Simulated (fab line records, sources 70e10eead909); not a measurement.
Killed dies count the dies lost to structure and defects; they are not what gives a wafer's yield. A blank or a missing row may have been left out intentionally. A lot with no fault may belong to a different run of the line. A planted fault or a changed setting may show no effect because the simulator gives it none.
Problem report, 8D (eight disciplines) form, completed by code + flow nand_harc + the parts of the form that need people (team, actions taken, sign-off) are left out

== 1. THE PROBLEM ==
thk_nm at NHARC_A_ONON_D1_THK_MEAS_34 reads a mean of 221.9 nm on 2 wafers of 2 lots; wafers without a fault read 200.4 nm with a standard deviation of 2.7. That is +8.0 standard deviations from the usual mean.
The step: measures by ellipsometry.
The first sign was on wafer L111.1 at day 12 23:28, on film_metro-01. The record has a number at this step for 32 wafers belonging to 11 lots. Rule for "out" (also "out of limits"): further than 4 standard deviations from the usual mean. The rest of the wafers with a number are treated as sound.

== 2. WHAT IT IS AND WHAT IT IS NOT ==
| question                    | is                | is not                                                                    |
|-----------------------------|-------------------|---------------------------------------------------------------------------|
| which readings at this step | thk_nm            | -                                                                         |
| which lots                  | L111, L114        | L101, L102, L104, L105, L106, L115, L993, L995, L996                      |
| which wafers of those lots  | L111.1, L114.2    | L111.2, L111.5, L114.6                                                    |
| read on which gauges        | film_metro-01     | film_metro-02                                                             |
| when                        | from day 12 23:28 | up to then (26 sound wafers); but 4 sound wafers of L114, L115 came after |

== 3. SUSPECTS, AND WHAT RULES EACH OUT ==
Counting: a tool at a process step up to the reading stays a suspect if it ran every lot that is out. Sound lots after the first of them don't rule it out here, since some wafers of a struck lot are sound.
- the gauge at NHARC_A_ONON_D1_THK_MEAS_34 has been ruled out. All the wafers that are out were read on film_metro-01, but those of them that NHARC_A_ONON_D1_DEP_33 has rows for are out there too, on other tools.
- pecvd-02 at NHARC_A_ONON_D1_DEP_33 (deposits SiO2, target thk 200 nm): kept. It processed each lot that is out (first: L111, day 12 23:02); up to then, its last sound lot is L106 (day 11 06:17). Its own readings are out on those wafers: rf_fwd_power_W.
- At NHARC_A_ONON_D1_DEP_33, inside pecvd-02: chamber 1 took the wafers that are out, while their sound lot-mates went through chambers 0, 2.
After counting, what remains is pecvd-02 at NHARC_A_ONON_D1_DEP_33.

== 4. THE CAUSE (what the simulator had put in) ==
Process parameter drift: pecvd-02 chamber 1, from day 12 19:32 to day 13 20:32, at NHARC_A_ONON_D1_DEP_33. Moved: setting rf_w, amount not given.
The count eliminated every tool but this one.

== 5. SEQUENCE OF EFFECTS, ordered by route ==
Rows list readings where the struck wafers' mean (over those with a number) sits beyond 3 standard deviations from the usual. Only readings for which the record gives a usual standard deviation are gone through. hours: the time from each lot's start at the first step in this table that gives one to its start at this step, as a median over the lots. sigmas: the change in usual standard deviations.
| hours | step                        | reading        | usual    | on struck wafers | change | sigmas      |
|-------|-----------------------------|----------------|----------|------------------|--------|-------------|
| 0     | NHARC_A_ONON_D1_DEP_33      | rf_fwd_power_W | 898.4 W  | 1258.6           | +360.2 | +99 or more |
| 0     | NHARC_A_ONON_D1_THK_MEAS_34 | thk_nm         | 200.4 nm | 221.9            | +21.5  | +8.0        |
Process steps it contains:
- NHARC_A_ONON_D1_DEP_33: deposits SiO2, target thk 200 nm.

== 6. HOW IT WOULD HAVE BEEN CAUGHT EARLIER ==
4 hours passed between the start of the fault at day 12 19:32 and the first reading out of limits at a measuring or inspecting step in this record, taken at day 12 23:28.
The tool's own readings at NHARC_A_ONON_D1_DEP_33 were out on every struck wafer that the step has a row for (rf_fwd_power_W): an alarm limit on them would have fired on the first of those.
Among the 2 lots that are out, L114 began NHARC_A_ONON_D1_DEP_33 on pecvd-02 after day 12 23:28. Had the tool been put on hold then, it would have been spared.
